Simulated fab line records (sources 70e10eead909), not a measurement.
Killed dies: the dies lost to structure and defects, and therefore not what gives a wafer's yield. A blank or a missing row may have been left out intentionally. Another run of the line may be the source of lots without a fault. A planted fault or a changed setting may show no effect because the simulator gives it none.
Which tool was responsible? ; flow nand-harc ; 36 wafers from 12 lots sampled at 5 of the route's 1302 steps

== WHAT THE GAUGES READ, wafer by wafer ==
NHARC_END_SORT_01.
lot;measured;on;killed-at-array;killed-at-other;killed-at-periphery;killed-dies;killed-open;killed-short
L816;day 31 06:31;prober-02;671 670 673;1 1 1;5 6 3;677 677 677;3 4 5;3 2 2
L817;day 31 05:44;prober-01;677 676 673;0 0 1;0 1 3;677 677 677;1 1 7;3 1 2
L819;day 31 17:59;prober-02;677 674 675;0 1 1;0 2 1;677 677 677;4 5 4;0 3 3

== WHICH TOOL RAN EACH LOT (tool, then ch and the chambers of the sampled wafers, then the start) ==
lot;NHARC_A_CONTACT_DESCUM_13;NHARC_A_CONTACT_ETCH_134;NHARC_A_CONTACT_ETCH_138;NHARC_A_CONTACT_ETCH_139
L800;rie-diel-13 ch 2,3, day 22 05:57;har-cap-etch-02 ch 0,1, day 22 07:07;har-cap-etch-02 ch 0,1, day 22 08:09;har-cap-etch-02 ch 0,1, day 22 08:25
L805;rie-diel-13 ch 0,3, day 24 01:56;har-cap-etch-01 ch 0,1, day 24 03:28;har-cap-etch-01 ch 0,1, day 24 04:29;har-cap-etch-01 ch 0,1, day 24 04:45
L806;rie-diel-10 ch 0,3, day 24 19:50;har-cap-etch-01 ch 0,1, day 24 21:14;har-cap-etch-01 ch 0,1, day 24 22:16;har-cap-etch-01 ch 0,1, day 24 22:32
L807;rie-diel-13 ch 0,1, day 25 19:02;har-cap-etch-03 ch 0,1, day 25 20:11;har-cap-etch-03 ch 0,1, day 25 21:13;har-cap-etch-03 ch 0,1, day 25 21:29
L815;rie-diel-13 ch 1,2,3, day 27 22:31;har-cap-etch-02 ch 0,1, day 27 23:40;har-cap-etch-02 ch 0,1, day 28 00:41;har-cap-etch-02 ch 0,1, day 28 00:57
L816;rie-diel-11 ch 1,2,3, day 28 22:58;har-cap-etch-02 ch 0,1, day 29 00:08;har-cap-etch-02 ch 0,1, day 29 01:11;har-cap-etch-02 ch 0,1, day 29 01:27
L817;rie-diel-10 ch 0,1,3, day 29 03:13;har-cap-etch-02 ch 0,1, day 29 04:25;har-cap-etch-02 ch 0,1, day 29 05:28;har-cap-etch-02 ch 0,1, day 29 05:44
L819;rie-diel-11 ch 0,1, day 29 15:19;har-cap-etch-03 ch 0,1, day 29 16:28;har-cap-etch-03 ch 0,1, day 29 17:29;har-cap-etch-03 ch 0,1, day 29 17:46
L818;rie-diel-13 ch 1,2, day 29 18:51;har-cap-etch-02 ch 0,1, day 29 20:02;har-cap-etch-02 ch 0,1, day 29 21:04;har-cap-etch-02 ch 0,1, day 29 21:20
L820;rie-diel-10 ch 0,1,2, day 30 07:10;har-cap-etch-02 ch 0, day 30 09:02;har-cap-etch-02 ch 0, day 30 10:04;har-cap-etch-02 ch 0, day 30 10:20
L823;rie-diel-13 ch 1,2, day 31 03:54;har-cap-etch-02 ch 1, day 31 05:02;har-cap-etch-02 ch 1, day 31 06:23;har-cap-etch-02 ch 1, day 31 06:44
L822;rie-diel-13 ch 0,1,2, day 31 10:01;har-cap-etch-01 ch 1, day 31 11:13;har-cap-etch-01 ch 1, day 31 12:14;har-cap-etch-01 ch 1, day 31 12:31
- NHARC_A_CONTACT_DESCUM_13: chemistry O2, time 3 s.
- NHARC_A_CONTACT_ETCH_134: etches the open film in C4F8/O2/Ar, time 140 s, target depth 700 nm.
- NHARC_A_CONTACT_ETCH_138: etches the open film in C4F8/O2/Ar, time 311 s, target depth 1914 nm.
- NHARC_A_CONTACT_ETCH_139: etches the open film in C4F8/O2/Ar, time 195 s, target depth 840 nm.

== WHAT THE TOOLS THEMSELVES READ (means of the sampled wafers that have a number; where no wafer has one, the mark that the record gives instead) ==
NHARC_A_CONTACT_DESCUM_13.
lot;tool;chamber-pressure-mTorr (mTorr);drypump-motor-current-A (A);oes-product-au (a.u.);rf-vpp-V (V);showerhead-plenum-p-Torr (Torr);throttle-valve-pct (%)
L800;rie-diel-13;60.01;5.7;0.999;58.2;1.81;11.310
L805;rie-diel-13;59.96;5.6;0.999;57.4;1.88;11.318
L806;rie-diel-10;59.96;6.2;1.010;57.4;1.89;11.307
L807;rie-diel-13;59.95;5.6;0.994;58.3;1.86;11.315
L815;rie-diel-13;59.96;5.4;0.991;57.4;1.80;11.308
L816;rie-diel-11;60.01;6.1;1.013;58.2;1.89;11.301
L817;rie-diel-10;60.08;6.2;1.006;56.2;1.87;11.311
L819;rie-diel-11;60.02;5.7;1.018;59.4;1.98;11.311
L818;rie-diel-13;59.99;5.7;0.984;56.6;1.79;11.304
L820;rie-diel-10;59.99;6.0;1.005;57.6;1.91;11.313
L823;rie-diel-13;59.97;5.4;0.988;57.2;1.79;11.310
L822;rie-diel-13;60.07;5.9;1.001;57.4;1.87;11.302

NHARC_A_CONTACT_ETCH_134.
lot;tool;chamber-pressure-mTorr (mTorr);oes-air-line-au (a.u.)
L800;har-cap-etch-02;19.973;1.019
L805;har-cap-etch-01;19.987;0.984
L806;har-cap-etch-01;20.003;1.022
L807;har-cap-etch-03;20.006;1.003
L815;har-cap-etch-02;19.989;1.005
L816;har-cap-etch-02;19.994;1.002
L817;har-cap-etch-02;19.997;0.996
L819;har-cap-etch-03;20.002;1.008
L818;har-cap-etch-02;19.984;1.023
L820;har-cap-etch-02;20.012;0.996
L823;har-cap-etch-02;19.995;1.007
L822;har-cap-etch-01;20.004;0.974

NHARC_A_CONTACT_ETCH_138.
lot;tool;chamber-pressure-mTorr (mTorr);oes-air-line-au (a.u.)
L800;har-cap-etch-02;20.017;0.996
L805;har-cap-etch-01;19.996;1.018
L806;har-cap-etch-01;20.000;0.987
L807;har-cap-etch-03;19.996;1.022
L815;har-cap-etch-02;20.004;0.978
L816;har-cap-etch-02;-;-
L817;har-cap-etch-02;-;-
L819;har-cap-etch-03;-;-
L818;har-cap-etch-02;20.018;1.015
L820;har-cap-etch-02;19.998;0.995
L823;har-cap-etch-02;20.008;0.983
L822;har-cap-etch-01;20.020;0.981

NHARC_A_CONTACT_ETCH_139.
lot;tool;chamber-pressure-mTorr (mTorr);oes-air-line-au (a.u.)
L800;har-cap-etch-02;20.005;0.993
L805;har-cap-etch-01;20.006;1.003
L806;har-cap-etch-01;20.004;1.005
L807;har-cap-etch-03;19.994;1.009
L815;har-cap-etch-02;20.004;1.018
L816;har-cap-etch-02;20.014;1.007
L817;har-cap-etch-02;20.005;0.999
L819;har-cap-etch-03;20.002;1.016
L818;har-cap-etch-02;20.009;0.987
L820;har-cap-etch-02;19.994;1.000
L823;har-cap-etch-02;19.995;0.988
L822;har-cap-etch-01;19.989;0.979

== THE ANSWER, worked out from the rows above alone ==
Rule: the lots themselves supply what counts as usual. Put in order of their means at a reading, lots are off if they are a third of the lots or fewer, leave a main group of 4 or more, and stand apart from it by a gap of 3 or more times the standard deviation of the main group's means; of several such gaps the widest counts. If all means in a main group match to the digits the tables above print for the reading, that group is not used. A lot without any number at a reading at which 4 lots or more have one is off too. Where the step has rows for the other lots, those lots are counted as sound. The gauges are gone through in route order, then the tools' own readings, and for those a lot's mean is taken as printed above. The first step at which some lot is off is used, and at that step the reading that is off furthest; a lot without a number counts as furthest.
Off, at NHARC_A_CONTACT_ETCH_138 on chamber-pressure-mTorr: L816, L817, L819. Without a number there: L816, L817, L819. The main group has a mean of 20.006 mTorr with a standard deviation of 0.0092.
A tool fits if, at that step or a process step before it, it ran every lot that is off, and no sound lot after the first of them. No candidate that was tried fits.

== WHAT THE SIMULATOR HAD PUT IN ==
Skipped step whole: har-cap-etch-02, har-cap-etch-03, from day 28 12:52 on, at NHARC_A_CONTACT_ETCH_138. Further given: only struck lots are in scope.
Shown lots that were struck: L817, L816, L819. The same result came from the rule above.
